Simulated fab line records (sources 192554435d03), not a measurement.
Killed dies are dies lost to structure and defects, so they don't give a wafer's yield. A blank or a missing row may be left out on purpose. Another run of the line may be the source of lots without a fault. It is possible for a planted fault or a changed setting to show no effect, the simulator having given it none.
Struck lot and sound lot, side by side -- flow n5_finfet -- 15 steps out of a route of 1938
Sound: wafers L930.2, L930.3, L930.4. The struck wafers were L940.1, L940.3, L940.5. The cause is named last.
At each step with rows: each side's tool, then ch and its chambers, then its first start. Under that, the readings that differ: sound wafers -- struck wafers -- difference of the means -- sigmas: that difference in standard deviations of wafers without a fault.
alike: words and numbers the same on both sides, and readings whose means are apart by under 2 such deviations; not compared: readings that were withheld, readings missing a value for some wafer, numbers with overlapping values and no deviation given by the record, and bounds like >300 which may hide the same value.
Wherever a step has rows on one side only, a row that says differs or no value, or a row with sigmas, the two part there. Numbers that have no deviation but don't overlap get no sigmas and don't part them. Lack of a reading on every wafer of one side parts them only where that side has two or more wafers.

N5_BEOL_M11_THK_MEAS_53: measures by xrf.
  sound on film_metro-02, day 13 22:08; struck on film_metro-02, day 17 23:23
  alike: M11_THK
then, 1 step without rows for these wafers: N5_BEOL_M11_PRE_CLEAN_55 (time 15 s).
N5_BEOL_M11_DEP_56: deposits SiCN from 3MS/NH3, target thk 30 nm, time 10.5 s.
  sound on pecvd-04 ch 0,1, day 13 22:11; struck on pecvd-04 ch 0,1, day 17 23:27
  alike: showerhead_plenum_p_Torr, throttle_valve_pct
N5_BEOL_M11_RS_MEAS_57: a four-point-probe measurement.
  sound on film_metro-01, day 13 22:16; struck on film_metro-01, day 17 23:31
  alike: M11_RS
N5_BEOL_M11_INSPECT_58: inspects for defects (darkfield).
  sound on defect_inspect-02, day 13 22:17; struck on defect_inspect-01, day 17 23:32
  alike: raw_defect_count
N5_BEOL_M12_ILD_DEP_00: deposits SiOC from DEMS/O2, target thk 658.92 nm, time 130.7 s.
  sound on pecvd-03 ch 1,2, day 13 22:19; struck on pecvd-03 ch 0,1, day 17 23:35
  alike: heater_power_w, showerhead_plenum_p_Torr, throttle_valve_pct
N5_BEOL_M12_THK_MEAS_01:
  sound on film_metro-02, day 13 22:27; struck on film_metro-02, day 17 23:43
  alike: M12_ILD_THK
then, 5 steps without rows for these wafers: N5_BEOL_M12_COAT_58 (time 60 s, resist thk 89 nm); N5_BEOL_M12_COAT_04 (resist thk 400 nm); N5_BEOL_M12_EBR_06; N5_BEOL_M12_SOFTBAKE_05 (time 60 s); N5_BEOL_M12_EXPOSE_07 (exposes mask V11).
N5_BEOL_M12_PEB_08: peb time 90 s.
  sound on litho_track-03 ch 0, day 13 22:46; struck on litho_track-03 ch 0, day 17 23:54
reading,sound,struck,difference,sigmas
plate_temp_C (C),130.13 130.05 129.97,131.12 131.02 130.81,+0.93,+7
then, 1 step without rows for these wafers: N5_BEOL_M12_DEVELOP_09 (develop time 45 s).
N5_PASSIVATION_PROBE_49:
  sound on prober-01, day 15 12:56; struck on prober-02, day 19 20:08
  alike: defect_limited_yield, killed_at_M0_to_M3, killed_at_M4_up, killed_at_contacts, killed_at_front_end, killed_at_other, killed_dies, killed_open, killed_short, sort_bin_5_function, sort_bin_6_memory, sort_n_pass, sort_yield_pct

== WHERE THEY PART ==
Only at N5_BEOL_M12_PEB_08, as far as this record shows. Later steps at which nothing parts them and some readings are alike: N5_PASSIVATION_PROBE_49.

WHY: what the simulator had put in
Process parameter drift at N5_BEOL_M12_PEB_08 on litho_track-03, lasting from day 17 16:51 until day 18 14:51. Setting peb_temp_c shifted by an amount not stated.
